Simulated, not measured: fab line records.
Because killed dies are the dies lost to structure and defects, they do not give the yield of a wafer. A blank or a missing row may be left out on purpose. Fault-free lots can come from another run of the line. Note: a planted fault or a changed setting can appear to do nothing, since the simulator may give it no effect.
Chamber matching + flow nandHarc + rieSi-01 running NHARC_A_WL_FILL_ETCHBACK_26: 4 sister chambers
The step etches the open film in HBr, target depth 52 nm, time 13.3 s. 8 wafers are shown with their chamber, then 8 later ones without.

WAFERS PAIRED WITH THEIR CHAMBERS
| wafer  | chamber | drypumpMotorCurrentA (A) | oesProductAu (a.u.) |
|--------|---------|--------------------------|---------------------|
| L082.4 | 2       | 6.5                      | 0.998               |
| L085.2 | 2       | 6.5                      | 0.998               |
| L085.3 | 3       | 5.1                      | 0.999               |
| L085.4 | 0       | 6.2                      | 1.005               |
| L090.1 | 3       | 5.2                      | 1.009               |
| L090.4 | 0       | 6.2                      | 1.001               |
| L090.5 | 1       | 5.8                      | 0.998               |
| L087.4 | 1       | 5.8                      | 0.997               |

WAFERS WITH NO CHAMBER GIVEN
| wafer  | drypumpMotorCurrentA (A) | oesProductAu (a.u.) |
|--------|--------------------------|---------------------|
| L087.5 | 6.5                      | 1.002               |
| L087.6 | 5.8                      | 1.000               |
| L087.1 | 6.5                      | 1.006               |
| L087.2 | 5.1                      | 1.004               |
| L087.3 | 6.2                      | 0.998               |
| L094.1 | 6.2                      | 0.998               |
| L094.2 | 6.5                      | 1.004               |
| L094.3 | 5.1                      | 1.007               |

THE CHAMBER EACH PASSED THROUGH
| wafer  | from the rows above | in truth |
|--------|---------------------|----------|
| L087.5 | 2                   | 2        |
| L087.6 | 1                   | 1        |
| L087.1 | 2                   | 2        |
| L087.2 | 3                   | 3        |
| L087.3 | 0                   | 0        |
| L094.1 | 0                   | 0        |
| L094.2 | 2                   | 2        |
| L094.3 | 3                   | 3        |
Correct placement for 8 of the 8. Not placeable from these rows: 0. Number placed wrongly: 0.
How it was worked out, from the rows above alone: a wafer's distance from a chamber is the root of the sum, over the readings, of the square of ((its reading less the chamber's mean) divided by the reading's scatter). The wafer belongs to the nearest chamber; if the next one is less than 2 further off, it can't be placed. Each chamber's mean is taken over the wafers shown for it. How the scatter is found: for the shown wafers, subtract from each reading the mean of its chamber, square and add these, divide the total by (wafers less chambers), then take the root.
